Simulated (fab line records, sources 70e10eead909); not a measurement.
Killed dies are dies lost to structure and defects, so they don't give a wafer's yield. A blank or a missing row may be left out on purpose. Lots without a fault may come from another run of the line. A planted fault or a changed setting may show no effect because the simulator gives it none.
Problem report in the 8D (eight disciplines) form, filled by code | flow nand_harc | the parts of the form that need people (team, actions taken, sign-off) are left out

1. THE PROBLEM
cd_nm at NHARC_P_M1_CD_MEAS_09 reads a mean of 133.6 nm on 3 wafers of 2 lots; wafers without a fault read 129.9 nm with a standard deviation of 0.66. That is +5.6 standard deviations from the usual mean.
The step: target cd 130 nm.
First seen on wafer L693.2, day 10 16:30, on cd_sem-01. The record holds 36 wafers of 12 lots with a number at this step. Rule for "out", or "out of limits": more than 4 standard deviations from the usual mean. The other wafers with a number count as sound.

2. WHAT IT IS AND WHAT IT IS NOT
question                    | is                     | is not
which readings at this step | cd_nm                  | -
which lots                  | L693, L695             | L683, L686, L688, L689, L694, L700, L702, L703, L704, L705
which wafers of those lots  | L693.2, L693.6, L695.4 | L693.1, L695.1, L695.3
read on which gauges        | cd_sem-01, cd_sem-02   | cd_sem-03
when                        | from day 10 16:30      | up to then (13 sound wafers); but 20 sound wafers of L694, L695, L700, L702, L703, L704, L705 came after

3. SUSPECTS, AND WHAT RULES EACH OUT
Counting: a tool at a process step up to the reading stays a suspect if it ran every lot that is out. Sound lots after the first of them don't rule it out here, since some wafers of a struck lot are sound.
- the gauge at NHARC_P_M1_CD_MEAS_09: ruled out. The wafers that are out were read on 2 gauges (cd_sem-01, cd_sem-02).
- rie_diel-03 at NHARC_P_M0_STRIP_18 (strips in N2/H2): kept. It ran every lot that is out, first L693 (day 10 12:28); its last sound lot up to then is L688 (day 8 07:26).
- pvd_sputter-02 at NHARC_P_M0_PRE_CLEAN_29 (time 30 s): kept. It ran every lot that is out, first L693 (day 10 16:26); its last sound lot up to then is L689 (day 8 17:59). NHARC_P_M0_PRE_CLEAN_29 gives no start for some lots, so the hours and the order of its lots are those of NHARC_P_M1_PEB_07.
- litho_track-04 at NHARC_P_M1_PEB_07 (peb time 65 s): kept. It ran every lot that is out, first L693 (day 10 16:26); its last sound lot up to then is L689 (day 8 17:59).
Left after counting: rie_diel-03 at NHARC_P_M0_STRIP_18, pvd_sputter-02 at NHARC_P_M0_PRE_CLEAN_29, litho_track-04 at NHARC_P_M1_PEB_07.

4. THE CAUSE (what the simulator had put in)
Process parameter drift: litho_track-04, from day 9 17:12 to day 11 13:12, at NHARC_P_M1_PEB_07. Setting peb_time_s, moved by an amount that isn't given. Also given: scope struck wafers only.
Counting left 3 suspects, and this tool is among them.

5. THE CHAIN OF EFFECTS, in route order
Each row: a reading whose mean over the struck wafers that have a number lies more than 3 standard deviations from the usual. Only readings for which the record gives a usual standard deviation are gone through. hours: the time from each lot's start at the first step in this table that gives one to its start at this step, as a median over the lots. sigmas: the change in usual standard deviations.
hours | step                  | reading | usual    | on struck wafers | change | sigmas
0     | NHARC_P_M1_CD_MEAS_09 | cd_nm   | 129.9 nm | 133.6            | +3.7   | +5.6
Later measuring or inspecting steps at which every struck wafer that the step has a row for has a number for every such reading, and none has moved that far: NHARC_END_SORT_01.

6. WHAT WOULD HAVE CAUGHT IT SOONER
In this record the first reading out of limits at a measuring or inspecting step was taken at day 10 16:30, 23 hours after the fault began at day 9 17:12.
Of the lots that are out (2), L695 began NHARC_P_M1_PEB_07 on litho_track-04 after day 10 16:30. A hold on the tool at that time would have spared it.
